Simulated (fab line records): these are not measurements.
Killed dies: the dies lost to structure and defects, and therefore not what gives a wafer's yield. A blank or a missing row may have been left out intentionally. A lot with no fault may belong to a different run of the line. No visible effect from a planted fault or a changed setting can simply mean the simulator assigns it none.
fab line records ; flow nand-harc ; part 1 of 2: steps 1 to 29 of 42
[record] lots = 5; wafers = 15; last-day = 22
route steps=1159 shown HYBRID_BOND@1098 THIN_TSV@1101
lots with no fault: from the same line, run without faults
start-h: hours from the record's opening day to when the first of the lot's shown wafers began ; wait-h: how many hours have passed since the lot's step before this one ; " repeats the value in the row above ; L1.1+2: a row that stands for several wafers ; - no value, or no start was given ; * or withheld: withheld ; < > ~ a bound
route shown NAME@n: a module of which the file shows steps, and the number in the route of the first ; usual: mean/standard deviation of fault-free wafers ; same: alike in all rows ; chamber/n: place in a boat ; sites: per-site readings ; _std_site: standard deviation across them ; _edge_site: the outer-site mean with the inner-site mean subtracted ; radius-mm: for every site, how far away it sits from the centre of the wafer ; mask NAME#n: copy n ; behind: tool/chamber where the wafer was last shaped ; hold: cause of the lot's hold/its duration in hours/its outcome ; device: which transistor (n, p or np) failed to switch ; end of line: the tests these same wafers got at the end of their route ; a step without rows: its recipe alone ; killed: the dies lost at the first sort to structure and to defects; this is not the yield of the wafer ; map: dies across one wafer; x = killed, . = not, _ = none there
set.NAME: the setting the step ran with; set.NAME@STEP: the setting that earlier step ran with ; model.NAME: the simulator's own value behind a step, which no gauge read
lots seen at some steps along the route; tables by step, rows by wafer
services: when a tool's chamber went out of use (start-h, in hours from the record's first day, below 0 if earlier), for how many hours, and the reason
[[steps]]
[step NHARC_HYBRID_BOND_ANNEAL_04]
[recipe] temp-c = 300; time-s = 7200; ramp-up-c-per-min = 5; ramp-down-c-per-min = 3; idle-temp-c = 100; pressure-atm = 1
[usual] pressure-atm = 0.9997/0.002; spike-tc-centre-C = 301.2/1.1
lot.wafer;tool;chamber;start-h;wait-h;pressure-atm;spike-tc-centre-C
L076.1;furnace-03;0;421.12;8.6;0.9982;301.5
L076.4;furnace-03;0;421.12;8.6;0.9977;302.3
L076.5;furnace-03;0;421.12;8.6;0.9986;300.9
L077.2;furnace-03;0;421.12;5.2;0.9967;303.4
L077.3;furnace-03;0;421.12;5.2;0.9966;304.0
L077.6;furnace-03;0;421.12;5.2;0.9984;302.0
L078.2;furnace-02;0;441.18;7.7;0.9976;303.0
L078.5;furnace-02;0;441.18;7.7;0.9989;301.3
L078.6;furnace-02;0;441.18;7.7;1.0003;302.5
L085.4;furnace-02;0;494.71;6.5;0.9971;300.8
L085.5;furnace-02;0;494.71;6.5;1.0004;299.8
L085.6;furnace-02;0;494.71;6.5;0.9995;300.5
L090.2;furnace-05;0;511.18;2.0;0.9989;299.7
L090.3;furnace-05;0;511.18;2.0;1.0009;301.4
L090.6;furnace-05;0;511.18;2.0;0.9997;299.8
[step NHARC_HYBRID_BOND_OVL_MEAS_05]
[usual] overlay-x-nm = 0/36; overlay-y-nm = 1/29
lot.wafer;tool;chamber;start-h;wait-h;overlay-x-nm;overlay-y-nm
L076.1;overlay-01;-;425.82;0.4;12;25
L076.4;overlay-01;-;425.82;0.4;39;-50
L076.5;overlay-01;-;425.82;0.4;-10;-35
L077.2;overlay-01;-;425.85;0.4;-45;5
L077.3;overlay-01;-;425.85;0.4;-11;-27
L077.6;overlay-01;-;425.85;0.4;11;-1
L078.2;overlay-01;-;445.93;0.4;-9;3
L078.5;overlay-01;-;445.93;0.4;19;26
L078.6;overlay-01;-;445.93;0.4;-7;22
L085.4;overlay-01;-;499.38;0.4;15;10
L085.5;overlay-01;-;499.38;0.4;-21;-34
L085.6;overlay-01;-;499.38;0.4;20;-7
L090.2;overlay-02;-;515.86;0.4;-20;-45
L090.3;overlay-02;-;515.86;0.4;-11;-64
L090.6;overlay-02;-;515.86;0.4;58;-30
[step NHARC_HYBRID_BOND_INSPECT_06]
[recipe] inspect-instrument = ir-void
[usual] raw-defect-count = 33/15
lot.wafer;tool;chamber;start-h;wait-h;raw-defect-count
L076.1;defect-inspect-02;-;425.87;0.0;12
L076.4;defect-inspect-02;-;425.87;0.0;15
L076.5;defect-inspect-02;-;425.87;0.0;6
L077.2;defect-inspect-01;-;425.90;0.1;35
L077.3;defect-inspect-01;-;425.90;0.1;39
L077.6;defect-inspect-01;-;425.90;0.1;33
L078.2;defect-inspect-02;-;445.98;0.1;25
L078.5;defect-inspect-02;-;445.98;0.1;23
L078.6;defect-inspect-02;-;445.98;0.1;25
L085.4;defect-inspect-02;-;499.44;0.1;34
L085.5;defect-inspect-02;-;499.44;0.1;25
L085.6;defect-inspect-02;-;499.44;0.1;37
L090.2;defect-inspect-01;-;515.92;0.1;27
L090.3;defect-inspect-01;-;515.92;0.1;46
L090.6;defect-inspect-01;-;515.92;0.1;34
[step NHARC_THIN_TSV_GRIND_00]
[recipe] target-thk-um = 6
[usual] motor-current-A = 12.000/0.024
lot.wafer;tool;chamber;start-h;wait-h;motor-current-A
L076.1;grinder-01;0;426.03;0.1;11.980
L076.4;grinder-01;0;426.03;0.1;11.956
L076.5;grinder-01;0;426.03;0.1;11.944
L077.2;grinder-01;0;428.63;2.7;11.958
L077.3;grinder-01;0;428.63;2.7;11.993
L077.6;grinder-01;0;428.63;2.7;12.008
L078.2;grinder-01;0;446.33;0.3;12.040
L078.5;grinder-01;0;446.33;0.3;12.013
L078.6;grinder-01;0;446.33;0.3;11.992
L085.4;grinder-01;0;501.35;1.9;11.999
L085.5;grinder-01;0;501.35;1.9;11.993
L085.6;grinder-01;0;501.35;1.9;11.995
L090.2;grinder-01;0;517.60;1.7;11.958
L090.3;grinder-01;0;517.60;1.7;11.988
L090.6;grinder-01;0;517.60;1.7;11.972
[step NHARC_THIN_TSV_CMP_01]
[recipe] target-thk-um = 3
[usual] edge-zone-pressure-frac = 1.000/0.0049; motor-current-A = 12.3/0.92
lot.wafer;tool;chamber;start-h;wait-h;edge-zone-pressure-frac;motor-current-A
L076.1;cmp-02;2;427.27;1.0;1.001;11.9
L076.4;cmp-02;0;427.27;1.0;0.998;13.2
L076.5;cmp-02;2;427.27;1.0;1.007;13.1
L077.3;cmp-03;0;429.72;0.7;0.999;12.8
L077.2;cmp-03;1;429.72;0.7;0.996;11.5
L077.6;cmp-03;3;429.72;0.7;1.001;13.3
L078.2;cmp-03;1;447.42;0.9;1.002;11.9
L078.5;cmp-03;3;447.42;0.9;1.000;13.1
L078.6;cmp-03;0;447.42;0.9;1.002;12.8
L085.4;cmp-03;1;502.00;0.5;0.999;11.5
L085.6;cmp-03;0;502.00;0.5;1.007;12.8
L085.5;cmp-03;1;502.00;0.5;0.996;12.1
L090.2;cmp-02;2;518.62;0.8;0.994;12.3
L090.3;cmp-02;1;518.62;0.8;0.997;12.4
L090.6;cmp-02;3;518.62;0.8;1.009;11.1
[step NHARC_THIN_TSV_THK_MEAS_02]
[recipe] thk-meas-gauge = ir
[usual] thk-nm = 2983/220
lot.wafer;tool;chamber;start-h;wait-h;thk-nm
L076.1;film-metro-02;-;427.51;-;2702
L076.4;film-metro-02;-;427.51;-;2644
L076.5;film-metro-02;-;427.51;-;2536
L077.2;film-metro-01;-;429.93;-;3076
L077.3;film-metro-01;-;429.93;-;2968
L077.6;film-metro-01;-;429.93;-;2945
L078.2;film-metro-02;-;447.64;0.2;2536
L078.5;film-metro-02;-;447.64;0.2;2649
L078.6;film-metro-02;-;447.64;0.2;2714
L085.4;film-metro-02;-;502.25;0.2;2792
L085.5;film-metro-02;-;502.25;0.2;3191
L085.6;film-metro-02;-;502.25;0.2;3366
L090.2;film-metro-02;-;518.89;-;2985
L090.3;film-metro-02;-;518.89;-;2988
L090.6;film-metro-02;-;518.89;-;3054
[step NHARC_THIN_TSV_SRD_03]
lot.wafer;tool;chamber;start-h;wait-h
L076.5+4+1;wet-bench-08;7,0,3;427.56;0.0
L077.6+2+3;wet-bench-08;1,3,4;430.03;0.1
L078.2+5+6;wet-bench-10;4,0,1;447.68;0.0
L085.5+4+6;wet-bench-08;0,3,5;502.29;0.0
L090.3+6+2;wet-bench-10;2,5,6;518.93;0.0
[step NHARC_THIN_TSV_PRECLEAN_41]
[recipe] time-s = *; temp-c = 50; bath-age-min = 0; chemistry = SC1
lot.wafer;tool;chamber;start-h;wait-h
L076.5+4+1;wet-bench-08;7,0,3;427.59;0.0
L077.6+2+3;wet-bench-08;1,3,4;430.06;0.0
L078.2+5+6;wet-bench-10;4,0,1;447.70;0.0
L085.5+4+6;wet-bench-08;0,3,5;502.31;0.0
L090.3+6+2;wet-bench-10;2,5,6;518.95;0.0
[step NHARC_THIN_TSV_SRD_42]
lot.wafer;tool;chamber;start-h;wait-h
L076.5+4+1;wet-bench-08;7,0,3;-;-
L077.6+2+3;wet-bench-08;1,3,4;-;-
L078.2+5+6;wet-bench-10;4,0,1;-;-
L085.5+4+6;wet-bench-08;0,3,5;-;-
L090.3+6+2;wet-bench-10;2,5,6;-;-
[step NHARC_THIN_TSV_DEP_43]
[recipe] target-thk-a = 13285; temp-c = withheld; pressure-torr = 6.5; rf-w = 900; teos-flow-sccm = 161.4; flow-sccm = 2650; target-thk-nm = 1328.5; gas = O2; material = SiO2
[usual] throttle-valve-pct = 16.1/0.59
lot.wafer;tool;chamber;start-h;wait-h;throttle-valve-pct
L076.1;pecvd-04;1;427.84;-;16.9
L076.5;pecvd-04;0;427.84;-;16.5
L076.4;pecvd-04;1;427.84;-;16.5
L077.3;pecvd-04;2;430.21;-;15.5
L077.2;pecvd-04;0;430.21;-;16.4
L077.6;pecvd-04;2;430.21;-;15.4
L078.2;pecvd-04;1;447.95;-;16.7
L078.6;pecvd-04;2;447.95;-;15.6
L078.5;pecvd-04;0;447.95;-;16.2
L085.4;pecvd-02;2;502.60;-;15.8
L085.5;pecvd-02;0;502.60;-;16.7
L085.6;pecvd-02;1;502.60;-;15.6
L090.2;pecvd-04;2;519.11;-;15.8
L090.3;pecvd-04;1;519.11;-;16.9
L090.6;pecvd-04;2;519.11;-;15.5
[step NHARC_THIN_TSV_DEHYDRATE_04]
[recipe] temp-c = 150; time-s = 120
lot.wafer;tool;chamber;start-h;wait-h
L076.1+4+5;litho-track-05;0;428.15;-
L077.2+3+6;litho-track-07;0;430.61;-
L078.2+5+6;litho-track-05;0;448.27;-
L085.4+5+6;litho-track-05;0;502.87;-
L090.2+3+6;litho-track-07;0;519.52;-
[step NHARC_THIN_TSV_HMDS_05]
[recipe] time-s = 30
lot.wafer;tool;chamber;start-h;wait-h
L076.1+4+5;litho-track-05;0;-;-
L077.2+3+6;litho-track-07;0;-;-
L078.2+5+6;litho-track-05;0;-;-
L085.4+5+6;litho-track-05;0;-;-
L090.2+3+6;litho-track-07;0;-;-
[step NHARC_THIN_TSV_COAT_06]
[recipe] spin-rpm = *
lot.wafer;tool;chamber;start-h;wait-h
L076.1+4+5;litho-track-05;0;-;-
L077.2+3+6;litho-track-07;0;-;-
L078.2+5+6;litho-track-05;0;-;-
L085.4+5+6;litho-track-05;0;-;-
L090.2+3+6;litho-track-07;0;-;-
[step NHARC_THIN_TSV_SOFTBAKE_07]
[recipe] temp-c = 122; time-s = 95
lot.wafer;tool;chamber;start-h;wait-h
L076.1+4+5;litho-track-05;0;-;-
L077.2+3+6;litho-track-07;0;-;-
L078.2+5+6;litho-track-05;0;-;-
L085.4+5+6;litho-track-05;0;-;-
L090.2+3+6;litho-track-07;0;-;-
[step NHARC_THIN_TSV_EBR_08]
lot.wafer;tool;chamber;start-h;wait-h
L076.1+4+5;litho-track-05;0;-;-
L077.2+3+6;litho-track-07;0;-;-
L078.2+5+6;litho-track-05;0;-;-
L085.4+5+6;litho-track-05;0;-;-
L090.2+3+6;litho-track-07;0;-;-
[step NHARC_THIN_TSV_EXPOSE_09]
[recipe] na = 0.55; dose-mj = 30.7; mask-id = TSV
[usual] reticle-temp-C = 23.01/0.097
lot.wafer;tool;chamber;start-h;wait-h;mask;reticle-temp-C
L076.1;krf-scanner-04;0;428.42;-;TSV#0;22.99
L076.4;krf-scanner-04;0;428.42;-;TSV#0;22.90
L076.5;krf-scanner-04;0;428.42;-;TSV#0;22.94
L077.2;krf-scanner-04;0;430.89;-;TSV#0;23.02
L077.3;krf-scanner-04;0;430.89;-;TSV#0;23.02
L077.6;krf-scanner-04;0;430.89;-;TSV#0;22.80
L078.2;krf-scanner-03;0;448.54;-;TSV#0;23.02
L078.5;krf-scanner-03;0;448.54;-;TSV#0;23.11
L078.6;krf-scanner-03;0;448.54;-;TSV#0;23.28
L085.4;krf-scanner-01;0;503.16;-;TSV#0;23.12
L085.5;krf-scanner-01;0;503.16;-;TSV#0;23.18
L085.6;krf-scanner-01;0;503.16;-;TSV#0;22.96
L090.2;krf-scanner-01;0;519.79;-;TSV#0;23.01
L090.3;krf-scanner-01;0;519.79;-;TSV#0;22.93
L090.6;krf-scanner-01;0;519.79;-;TSV#0;22.99
[step NHARC_THIN_TSV_PEB_10]
[recipe] peb-temp-c = 118; peb-time-s = 85
lot.wafer;tool;chamber;start-h;wait-h
L076.1+4+5;litho-track-07;0;428.48;0.1
L077.2+3+6;litho-track-05;0;430.95;0.1
L078.2+5+6;litho-track-02;0;448.60;0.1
L085.4+5+6;litho-track-05;0;503.21;0.0
L090.2+3+6;litho-track-05;0;519.85;0.1
[step NHARC_THIN_TSV_DEVELOP_11]
[recipe] time-s = 70
lot.wafer;tool;chamber;start-h;wait-h
L076.1+4+5;litho-track-07;0;-;-
L077.2+3+6;litho-track-05;0;-;-
L078.2+5+6;litho-track-02;0;-;-
L085.4+5+6;litho-track-05;0;-;-
L090.2+3+6;litho-track-05;0;-;-
[step NHARC_THIN_TSV_CD_MEAS_12]
[recipe] target-cd-nm = 1000; landing-energy-ev = 500
[usual] cd-nm = 999.5/1.9
lot.wafer;tool;chamber;start-h;wait-h;cd-nm
L076.1;cd-sem-02;0;428.57;-;1000.2
L076.4;cd-sem-02;0;428.57;-;1000.5
L076.5;cd-sem-02;0;428.57;-;998.5
L077.2;cd-sem-01;0;431.05;-;998.7
L077.3;cd-sem-01;0;431.05;-;1002.5
L077.6;cd-sem-01;0;431.05;-;1002.9
L078.2;cd-sem-03;0;448.69;-;1001.0
L078.5;cd-sem-03;0;448.69;-;995.7
L078.6;cd-sem-03;0;448.69;-;998.9
L085.4;cd-sem-01;0;503.30;-;1000.6
L085.5;cd-sem-01;0;503.30;-;998.5
L085.6;cd-sem-01;0;503.30;-;999.3
L090.2;cd-sem-02;0;519.95;-;999.4
L090.3;cd-sem-02;0;519.95;-;1000.3
L090.6;cd-sem-02;0;519.95;-;1000.7
[step NHARC_THIN_TSV_HARDBAKE_13]
[recipe] temp-c = 125; time-s = 80
lot.wafer;tool;chamber;start-h;wait-h
L076.1+4+5;litho-track-05;0;428.65;-
L077.2+3+6;litho-track-07;0;431.13;-
L078.2+5+6;litho-track-05;0;448.77;-
L085.4+5+6;litho-track-05;0;503.38;-
L090.2+3+6;litho-track-07;0;520.03;-
[step NHARC_THIN_TSV_DESCUM_14]
[recipe] time-s = 3; o2-flow-sccm = 200; ar-flow-sccm = 0; bias-power-w = 0; chemistry = O2
[usual] drypump-motor-current-A = 5.6/0.52; oes-product-au = 0.997/0.0099; rf-vpp-V = 57.6/0.88; showerhead-plenum-p-Torr = 1.89/0.075; throttle-valve-pct = 11.311/0.0097
lot.wafer;tool;chamber;start-h;wait-h;drypump-motor-current-A;oes-product-au;rf-hours-counter-h;rf-vpp-V;showerhead-plenum-p-Torr;throttle-valve-pct
L076.1;rie-diel-01;3;428.75;-;5.2;0.989;6;56.7;1.79;11.303
L076.4;rie-diel-01;0;428.75;-;5.0;0.989;7;58.7;1.93;11.306
L076.5;rie-diel-01;1;428.75;-;4.8;0.982;-;56.2;1.90;11.318
L077.3;rie-diel-03;2;431.21;-;6.3;0.988;4;58.4;1.95;11.312
L077.2;rie-diel-03;1;431.21;-;5.4;1.002;4;57.3;1.84;11.322
L077.6;rie-diel-03;3;431.21;-;5.7;1.005;-;57.6;2.00;11.309
L078.2;rie-diel-01;2;448.85;-;5.7;0.996;8;57.8;1.91;11.296
L078.5;rie-diel-01;2;448.85;-;5.7;1.005;-;58.0;1.91;11.318
L078.6;rie-diel-01;3;448.85;-;5.3;0.990;-;57.3;1.79;11.304
L085.4;rie-diel-01;0;503.45;-;5.0;1.006;0;56.8;1.93;11.322
L085.5;rie-diel-01;0;503.45;-;5.0;1.005;-;57.2;1.93;11.303
L085.6;rie-diel-01;1;503.45;-;4.8;1.003;-;57.1;1.90;11.321
L090.2;rie-diel-03;2;520.10;-;6.3;0.993;14;57.7;1.95;11.324
L090.3;rie-diel-03;3;520.10;-;5.7;1.004;14;57.6;2.00;11.318
L090.6;rie-diel-03;2;520.10;-;6.3;0.995;-;58.7;1.95;11.301
[step NHARC_THIN_TSV_ETCH_44]
[recipe] target-depth-a = 15942; time-s = 797.1; cf4-flow-sccm = 150; o2-flow-sccm = 10; ar-flow-sccm = 0; rf-w = 300; bias-w = 800; chemistry = CF4/O2
[usual] drypump-motor-current-A = 5.6/0.53; oes-product-au = 0.997/0.0098; rf-vpp-V = 793/4.3; showerhead-plenum-p-Torr = 1.80/0.067; throttle-valve-pct = 16.914/0.0086
lot.wafer;tool;chamber;start-h;wait-h;drypump-motor-current-A;oes-product-au;rf-hours-counter-h;rf-vpp-V;showerhead-plenum-p-Torr;throttle-valve-pct
L076.4;rie-diel-01;0;428.82;0.1;4.9;0.995;8;795;1.84;16.914
L076.1;rie-diel-01;3;428.82;0.1;5.3;1.004;7;787;1.72;16.922
L076.5;rie-diel-01;1;428.82;0.1;4.8;1.008;-;793;1.82;16.931
L077.2;rie-diel-03;2;431.41;0.2;6.3;0.982;4;797;1.87;16.912
L077.3;rie-diel-03;3;431.41;0.2;5.7;1.006;4;800;1.91;16.918
L077.6;rie-diel-03;0;431.41;0.2;5.5;0.986;-;787;1.71;16.916
L078.2;rie-diel-01;3;448.94;0.1;5.3;0.991;8;788;1.72;16.904
L078.5;rie-diel-01;3;448.94;0.1;5.3;0.991;-;789;1.72;16.930
L078.6;rie-diel-01;0;448.94;0.1;5.0;1.006;-;795;1.84;16.912
L085.4;rie-diel-01;2;503.71;0.2;5.7;0.983;0;795;1.83;16.912
L085.6;rie-diel-01;3;503.71;0.2;5.3;1.014;-;786;1.72;16.914
L085.5;rie-diel-01;0;503.71;0.2;4.9;1.008;-;796;1.84;16.919
L090.3;rie-diel-03;3;520.30;0.2;5.7;1.009;14;798;1.91;16.900
L090.2;rie-diel-03;0;520.30;0.2;5.5;0.987;11;788;1.71;16.925
L090.6;rie-diel-03;2;520.30;0.2;6.3;0.991;-;797;1.87;16.911
[step NHARC_THIN_TSV_ETCH_15]
[recipe] target-depth-a = 30000; bosch-target-overetch-cycles = 2; bosch-etch-step-s = 2.8; bosch-dep-step-s = 1.2; bosch-cycles = 14
[usual] drypump-motor-current-A = 5.9/0.56
lot.wafer;tool;chamber;start-h;wait-h;drypump-motor-current-A;rf-hours-counter-h
L076.4;rie-si-03;3;429.39;-;5.3;0.8
L076.1;rie-si-03;1;429.39;-;6.4;1.1
L076.5;rie-si-03;0;429.39;-;6.2;-
L077.2;rie-si-05;1;431.89;-;5.8;0.1
L077.3;rie-si-05;2;431.89;-;5.0;0.1
L077.6;rie-si-05;0;431.89;-;5.4;-
L078.2;rie-si-06;2;449.51;-;5.7;0.7
L078.5;rie-si-06;2;449.51;-;5.7;-
L078.6;rie-si-06;3;449.51;-;5.8;-
L085.4;rie-si-05;0;504.14;-;5.5;0.8
L085.6;rie-si-05;2;504.14;-;5.1;-
L085.5;rie-si-05;3;504.14;-;5.0;-
L090.2;rie-si-06;3;520.77;-;5.8;1.3
L090.3;rie-si-06;0;520.77;-;6.6;1.3
L090.6;rie-si-06;2;520.77;-;5.7;-
[step NHARC_THIN_TSV_CD_MEAS_16]
[usual] cd-nm = 999.6/2
lot.wafer;tool;chamber;start-h;wait-h;cd-nm
L076.1;cd-sem-03;-;429.53;0.1;999.5
L076.4;cd-sem-03;-;429.53;0.1;1000.4
L076.5;cd-sem-03;-;429.53;0.1;998.8
L077.2;cd-sem-03;-;432.02;0.1;998.4
L077.3;cd-sem-03;-;432.02;0.1;1001.9
L077.6;cd-sem-03;-;432.02;0.1;1002.1
L078.2;cd-sem-01;-;449.66;0.1;1001.2
L078.5;cd-sem-01;-;449.66;0.1;995.3
L078.6;cd-sem-01;-;449.66;0.1;998.1
L085.4;cd-sem-03;-;504.26;0.1;1000.7
L085.5;cd-sem-03;-;504.26;0.1;998.4
L085.6;cd-sem-03;-;504.26;0.1;999.3
L090.2;cd-sem-03;-;520.91;0.1;998.0
L090.3;cd-sem-03;-;520.91;0.1;1000.3
L090.6;cd-sem-03;-;520.91;0.1;1000.6
[step NHARC_THIN_TSV_STRIP_45]
[recipe] power-w = 1500; temp-c = 250; chemistry = O2
[usual] drypump-motor-current-A = 5.77/0.043; heater-power-w = 339/25
lot.wafer;tool;chamber;start-h;wait-h;drypump-motor-current-A;heater-power-w;rf-hours-counter-h
L076.1;plasma-asher-02;1;429.66;0.1;5.76;350;21
L076.4;plasma-asher-02;0;429.66;0.1;5.84;301;-
L076.5;plasma-asher-02;0;429.66;0.1;5.82;308;-
L077.2;plasma-asher-02;0;432.14;0.1;5.83;307;21
L077.3;plasma-asher-02;1;432.14;0.1;5.72;356;-
L077.6;plasma-asher-02;0;432.14;0.1;5.81;301;-
L078.2;plasma-asher-02;0;449.73;0.1;5.87;307;30
L078.5;plasma-asher-02;0;449.73;0.1;5.86;302;-
L078.6;plasma-asher-02;1;449.73;0.1;5.74;350;-
L085.4;plasma-asher-01;0;504.47;0.2;5.72;376;-
L085.5;plasma-asher-01;1;504.47;0.2;5.76;335;-
L085.6;plasma-asher-01;0;504.47;0.2;5.76;378;-
L090.2;plasma-asher-01;1;520.98;0.1;5.79;319;19
L090.3;plasma-asher-01;0;520.98;0.1;5.75;364;-
L090.6;plasma-asher-01;1;520.98;0.1;5.75;332;-
[step NHARC_THIN_TSV_STRIP_46]
[recipe] time-s = 1200; temp-c = 72.5; chemistry = post-etch-residue-remover
lot.wafer;tool;chamber;start-h;wait-h
L076.5+1+4;wet-bench-08;4,5,7;429.97;0.1
L077.2+3+6;wet-bench-08;1,2,4;432.44;0.3
L078.5+2+6;wet-bench-08;6,7,0;450.10;0.1
L085.4+5+6;wet-bench-10;5,0,2;504.67;0.2
L090.6+3+2;wet-bench-08;6,7,1;521.33;0.1
[step NHARC_THIN_TSV_DEP_47]
[recipe] target-thk-a = 2000; temp-c = withheld; pressure-torr = 6.5; rf-w = 900; teos-flow-sccm = 161.4; flow-sccm = 2650; target-thk-nm = 200; gas = O2; material = SiO2
[usual] throttle-valve-pct = 16.0/0.61
lot.wafer;tool;chamber;start-h;wait-h;throttle-valve-pct
L076.1;pecvd-02;1;430.42;-;15.5
L076.4;pecvd-02;1;430.42;-;15.5
L076.5;pecvd-02;2;430.42;-;15.3
L077.2;pecvd-01;0;432.90;-;15.0
L077.3;pecvd-01;2;432.90;-;16.4
L077.6;pecvd-01;2;432.90;-;16.1
L078.2;pecvd-01;1;450.62;-;16.4
L078.6;pecvd-01;2;450.62;-;16.6
L078.5;pecvd-01;0;450.62;-;14.9
L085.6;pecvd-02;1;505.26;-;15.6
L085.5;pecvd-02;2;505.26;-;15.3
L085.4;pecvd-02;0;505.26;-;16.5
L090.2;pecvd-04;0;521.87;-;16.6
L090.3;pecvd-04;1;521.87;-;16.8
L090.6;pecvd-04;2;521.87;-;15.7
[step NHARC_THIN_TSV_ETCHBACK_48]
[recipe] target-depth-a = 10285; over-etch-frac = 0.3; time-s = 405.17; ion-energy-ev = 250; c4f8-flow-sccm = withheld; ar-flow-sccm = withheld; rf-w = 600; bias-w = 300; chemistry = C4F8/Ar
[usual] oes-product-au = 0.943/0.029; rf-vpp-V = 545/3
[same] over-etch-frac = 0.3
lot.wafer;tool;chamber;start-h;wait-h;oes-product-au;rf-hours-counter-h;rf-vpp-V
L076.1;rie-diel-07;1;430.81;-;0.982;1;541
L076.4;rie-diel-07;2;430.81;-;0.995;1;545
L076.5;rie-diel-07;2;430.81;-;1.005;-;545
L077.3;rie-diel-03;0;433.33;-;0.930;2;541
L077.2;rie-diel-03;1;433.33;-;0.966;5;543
L077.6;rie-diel-03;3;433.33;-;0.958;-;550
L078.2;rie-diel-03;2;451.04;-;0.907;7;547
L078.5;rie-diel-03;3;451.04;-;0.941;-;549
L078.6;rie-diel-03;0;451.04;-;0.913;-;542
L085.4;rie-diel-07;3;505.53;-;0.934;6;543
L085.6;rie-diel-07;3;505.53;-;0.926;-;542
L085.5;rie-diel-07;0;505.53;-;0.918;-;550
L090.2;rie-diel-03;2;522.23;-;0.952;15;548
L090.3;rie-diel-03;1;522.23;-;0.987;15;544
L090.6;rie-diel-03;3;522.23;-;0.966;-;550
[step NHARC_THIN_TSV_STRIP_62]
[recipe] power-w = 1500; temp-c = 250; time-s = 20; chemistry = N2/H2
[usual] drypump-motor-current-A = 5.77/0.051; heater-power-w = 339/25
lot.wafer;tool;chamber;start-h;wait-h;drypump-motor-current-A;heater-power-w;rf-hours-counter-h
L076.1;plasma-asher-02;1;431.19;-;5.73;353;21
L076.4;plasma-asher-02;0;431.19;-;5.83;315;-
L076.5;plasma-asher-02;1;431.19;-;5.73;356;-
L077.2;plasma-asher-01;0;433.68;-;5.74;369;48
L077.3;plasma-asher-01;0;433.68;-;5.73;365;-
L077.6;plasma-asher-01;0;433.68;-;5.72;375;-
L078.2;plasma-asher-01;1;451.29;-;5.76;316;56
L078.6;plasma-asher-01;1;451.29;-;5.76;311;-
L078.5;plasma-asher-01;0;451.29;-;5.69;367;-
L085.4;plasma-asher-02;1;505.95;-;5.72;347;-
L085.6;plasma-asher-02;0;505.95;-;5.84;307;-
L085.5;plasma-asher-02;1;505.95;-;5.71;354;-
L090.2;plasma-asher-01;0;522.61;-;5.72;363;19
L090.3;plasma-asher-01;1;522.61;-;5.78;337;-
L090.6;plasma-asher-01;0;522.61;-;5.72;379;-
